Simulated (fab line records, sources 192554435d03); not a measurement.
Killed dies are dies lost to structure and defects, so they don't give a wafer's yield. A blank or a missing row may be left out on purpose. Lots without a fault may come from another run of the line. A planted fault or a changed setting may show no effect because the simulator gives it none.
Split-lot experiment | flow n5_finfet | 7 lots, 39 wafers read, on a route of 1938 steps

THE SPLIT
At N5_DUMMY_GATE_ETCH_32 (etches SiO2 in CF4, target depth 3.5 nm, time 3.9 s), the setting time_s was moved away from the recipe's 3.9 s on 18 of the 39 wafers read, by -16.6% to +19.4%. The other wafers ran this setting at the recipe's value.

The reading is taken at the split's own step.

THE READING
etch.depth_nm (the simulator's own value, which no gauge read), in nm, at N5_DUMMY_GATE_ETCH_32 (etches SiO2 in CF4, target depth 3.5 nm, time 3.9 s). The file gives no usual value for it. The 21 wafers here that ran the recipe average 3.511 nm, standard deviation 0.032 nm.

wafer  | tool, chamber at the split | time_s as run, s | against the recipe | etch.depth_nm, nm | against lot-mates on the recipe
L075.1 | rie_si-06, 2               | 3.9              | recipe             | 3.51              | -
L075.2 | rie_si-06, 0               | 3.9              | recipe             | 3.493             | -
L075.3 | rie_si-06, 1               | 4.547            | +16.6%             | 4.082             | +0.555
L075.4 | rie_si-06, 3               | 3.9              | recipe             | 3.578             | -
L075.5 | rie_si-06, 2               | 4.547            | +16.6%             | 4.113             | +0.586
L075.6 | rie_si-06, 3               | 4.547            | +16.6%             | 4.148             | +0.621
L082.1 | rie_si-06, 1               | 3.434            | -11.9%             | 3.117             | -0.410
L082.2 | rie_si-06, 0               | 3.9              | recipe             | 3.477             | -
L082.3 | rie_si-06, 3               | 3.9              | recipe             | 3.564             | -
L082.4 | rie_si-06, 2               | 3.9              | recipe             | 3.539             | -
L082.5 | rie_si-06, 2               | 3.434            | -11.9%             | 3.113             | -0.414
L082.6 | rie_si-06, 1               | 3.434            | -11.9%             | 3.101             | -0.426
L083.1 | rie_si-02, 2               | 3.9              | recipe             | 3.483             | -
L083.2 | rie_si-02, 0               | 3.9              | recipe             | 3.506             | -
L083.6 | rie_si-02, 0               | 3.9              | recipe             | 3.53              | -
L085.1 | rie_si-05, 2               | 4.655            | +19.4%             | 4.113             | +0.635
L085.2 | rie_si-05, 0               | 3.9              | recipe             | 3.473             | -
L085.3 | rie_si-05, 1               | 3.9              | recipe             | 3.486             | -
L085.4 | rie_si-05, 3               | 4.655            | +19.4%             | 4.124             | +0.646
L085.5 | rie_si-05, 2               | 3.9              | recipe             | 3.476             | -
L085.6 | rie_si-05, 3               | 4.655            | +19.4%             | 4.149             | +0.671
L087.1 | rie_si-06, 1               | 3.9              | recipe             | 3.49              | -
L087.2 | rie_si-06, 3               | 3.581            | -8.2%              | 3.302             | -0.189
L087.3 | rie_si-06, 0               | 3.9              | recipe             | 3.477             | -
L087.4 | rie_si-06, 2               | 3.9              | recipe             | 3.507             | -
L087.5 | rie_si-06, 2               | 3.581            | -8.2%              | 3.23              | -0.261
L087.6 | rie_si-06, 3               | 3.581            | -8.2%              | 3.306             | -0.185
L093.1 | rie_si-02, 0               | 3.253            | -16.6%             | 2.959             | -0.570
L093.2 | rie_si-02, 3               | 3.9              | recipe             | 3.541             | -
L093.3 | rie_si-02, 1               | 3.253            | -16.6%             | 2.897             | -0.632
L093.4 | rie_si-02, 2               | 3.253            | -16.6%             | 2.915             | -0.614
L093.5 | rie_si-02, 1               | 3.9              | recipe             | 3.491             | -
L093.6 | rie_si-02, 0               | 3.9              | recipe             | 3.556             | -
L096.1 | rie_si-05, 3               | 3.9              | recipe             | 3.485             | -
L096.2 | rie_si-05, 2               | 3.382            | -13.3%             | 3.057             | -0.461
L096.3 | rie_si-05, 1               | 3.9              | recipe             | 3.56              | -
L096.4 | rie_si-05, 0               | 3.382            | -13.3%             | 3.042             | -0.476
L096.5 | rie_si-05, 3               | 3.382            | -13.3%             | 3.046             | -0.472
L096.6 | rie_si-05, 0               | 3.9              | recipe             | 3.51              | -

THE FIT
A straight line over all 39 wafers: etch.depth_nm changes by +0.034 nm for each +1% of time_s; r = +0.99; the points scatter about the line by 0.036 nm.
The same after taking each lot's own level away (the mean of its wafers on the recipe; 39 wafers): +0.0346 nm for each +1%; r = +1.00; scatter 0.034 nm.
On that fit, the largest move of time_s shifts the reading by 0.67 nm.
The lots' own levels span 3.4783 to 3.5293 nm, that is 1.6 times the standard deviation above.
So the lot-to-lot level changes the slope little: the two slopes agree.
Check: with one of the wafers moved furthest among these (+19.4%) left out of the fit, the line predicts +0.677 nm for it against its lot-mates. It came out at +0.635 nm against them.

OTHER SPLITS ON THESE WAFERS
These wafers also went through other splits before the reading. Each is held against what the fit with the lots' levels taken away leaves over:
other split on the same wafers       | wafers away from the commonest value | r with etch.depth_nm (lot level and that fit taken away)
N5_WELL_APT_IMPLANT_32 energy_kev    | 18                                   | -0.20
N5_DUMMY_GATE_ETCH_37 source_w       | 18                                   | +0.10
N5_DUMMY_GATE_ETCH_31 target_depth_a | 15                                   | -0.05

THE FILE'S OWN FIT
etch.depth_nm changes by +0.0346 nm for each +1% of time_s, r = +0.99.
